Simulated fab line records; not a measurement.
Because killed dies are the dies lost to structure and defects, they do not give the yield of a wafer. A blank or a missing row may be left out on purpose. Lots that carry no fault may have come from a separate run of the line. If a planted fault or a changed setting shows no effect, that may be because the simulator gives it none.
A lot that was struck, set against a sound lot    flow nand-harc    36 steps out of a route of 1159
Sound: the wafers L469.3, L469.4, L469.5. Struck: wafer L479.3. (L479.1, L479.5 of the same lot were not struck and are left out.) The cause comes at the end.
Order at every step that has rows: each side's tool, ch and its chambers, its first start. Under that, the readings that differ: sound wafers    struck wafers    difference of the means    sigmas: that difference in standard deviations of wafers without a fault.
alike: words and numbers the same on both sides, and readings whose means are apart by under 2 such deviations; not compared: readings that were withheld, readings missing a value for some wafer, numbers with overlapping values and no deviation given by the record, and bounds like >300 which may hide the same value.
The two part at a step that has a row with sigmas, a row that says differs or no value, or rows on one side only. Numbers that don't overlap but have no deviation are shown without sigmas and don't part them. Lack of a reading on every wafer of one side parts them only where that side has two or more wafers.

first, 4 steps without rows for these wafers: NHARC_A_STAIRCASE_PRECLEAN_318 (cleans in SC1); NHARC_A_STAIRCASE_SRD_329; NHARC_A_STAIRCASE_ALD_415 (deposits SiO2, target thk 30 nm, pulse time 6 s, ald cycles 300); NHARC_A_STAIRCASE_ETCHBACK_416 (etches the open film in C4F8/O2/Ar, target depth 36 nm, time 7.2 s).
NHARC_A_STAIRCASE_STRIP_476: strips in O2, time 20 s.
  sound on rie-diel-03 ch 2,3, day 12 07:15; struck on rie-diel-02 ch 0, day 14 10:10
  alike: drypump-motor-current-A, mfc-ar-sccm, oes-product-au, rf-vpp-V, showerhead-plenum-p-Torr, throttle-valve-pct
  not compared: rf-hours-counter-h
NHARC_A_STAIRCASE_DEP_417: deposits Si3N4, target thk 60 nm.
  sound on pecvd-03 ch 0,1,2, day 12 07:29; struck on pecvd-02 ch 0, day 14 10:16
  alike: heater-power-w
  not compared: since-wet-clean-h
then, 3 steps without rows for these wafers: NHARC_A_STAIRCASE_WET_418 (chemistry H3PO4, target depth 20 nm); NHARC_A_STAIRCASE_PRECLEAN_419 (cleans in SC1); NHARC_A_STAIRCASE_SRD_421.
NHARC_A_STAIRCASE_ALD_420: deposits SiO2, target thk 20 nm, pulse time 6 s, ald cycles 200.
  sound on ald-hk-04 ch 1,2, day 12 11:22; struck on ald-hk-01 ch 2, day 14 13:14
reading             sound        struck  difference  sigmas
heater-power-w (W)  419 437 430  542     +113        +2
  alike: precursor-pulse-height-rel
  not compared: since-wet-clean-h
then, 1 step without rows for these wafers: NHARC_A_STAIRCASE_CVD_552 (deposits SiNx, target thk 40 nm).
NHARC_A_STAIRCASE_DEP_151: deposits SiO2, target thk 3800 nm.
  sound on pecvd-03 ch 0,1, day 12 19:25; struck on pecvd-03 ch 0, day 14 19:52
  alike: heater-power-w
  not compared: since-wet-clean-h
then, 1 step without rows for these wafers: NHARC_A_STAIRCASE_ANNEAL_320 (time 1800 s).
NHARC_A_STAIRCASE_DEP_322: deposits SiO2, target thk 3800 nm.
  sound on pecvd-02 ch 0,2, day 13 05:56; struck on pecvd-03 ch 0, day 15 06:05
  alike: heater-power-w
  not compared: since-wet-clean-h
then, 13 steps without rows for these wafers: NHARC_A_STAIRCASE_ANNEAL_323 (time 1800 s); NHARC_A_STAIRCASE_DEP_325 (deposits SiO2, target thk 3800 nm); NHARC_A_STAIRCASE_ANNEAL_326 (time 1800 s); NHARC_A_STAIRCASE_DEHYDRATE_433 (time 120 s); NHARC_A_STAIRCASE_HMDS_434 (time 30 s); NHARC_A_STAIRCASE_COAT_435; NHARC_A_STAIRCASE_SOFTBAKE_436 (time 170 s); NHARC_A_STAIRCASE_EBR_437; NHARC_A_STAIRCASE_EXPOSE_438 (exposes mask STAIR REV); NHARC_A_STAIRCASE_PEB_439 (peb time 130 s); NHARC_A_STAIRCASE_DEVELOP_440 (time 140 s); NHARC_A_STAIRCASE_HARDBAKE_442 (time 140 s); NHARC_A_STAIRCASE_DESCUM_443 (chemistry O2, time 3 s).
NHARC_A_STAIRCASE_ETCH_444: etches the open film in C4F8/O2, target depth 10200 nm, time 3400 s.
  sound on rie-diel-11 ch 2,3, day 14 00:02; struck on rie-diel-03 ch 3, day 15 21:23
  alike: oes-product-au, rf-vpp-V
  not compared: rf-hours-counter-h
then, 7 steps without rows for these wafers: NHARC_A_STAIRCASE_STRIP_446 (strips in O2); NHARC_A_STAIRCASE_STRIP_447 (strips in SPM, time 900 s); NHARC_A_STAIRCASE_PRECLEAN_448 (cleans in SC1); NHARC_A_STAIRCASE_SRD_449; NHARC_A_STAIRCASE_CMP_450 (polishes SiO2, target thk 200 nm); NHARC_A_STAIRCASE_CMP_152 (polishes); NHARC_A_STAIRCASE_SRD_154.
-- break in the record here, with 7 days between the starts of the struck wafers on either side (left off in module A_STAIRCASE, picked up again in module END, where the first step shown is number 1159 on the route) --
NHARC_END_SORT_01:
  sound on prober-02 ch 0, day 20 02:48; struck on prober-01 ch 0, day 22 10:31
reading          sound     struck                    difference                    sigmas
hold             - - -     await-dispo/2.5h/release  no value on the sound wafers  
killed-at-array  24 21 20  71                        +49                           +4
killed-at-other  0 0 0     2                         +2                            +2
killed-dies      26 24 24  74                        +49                           +4
  alike: killed-at-periphery, killed-open, killed-short

== WHERE THEY PART ==
Last at NHARC_END_SORT_01 as far as this record goes, first at NHARC_A_STAIRCASE_ALD_420.

WHY: the cause the simulator had injected
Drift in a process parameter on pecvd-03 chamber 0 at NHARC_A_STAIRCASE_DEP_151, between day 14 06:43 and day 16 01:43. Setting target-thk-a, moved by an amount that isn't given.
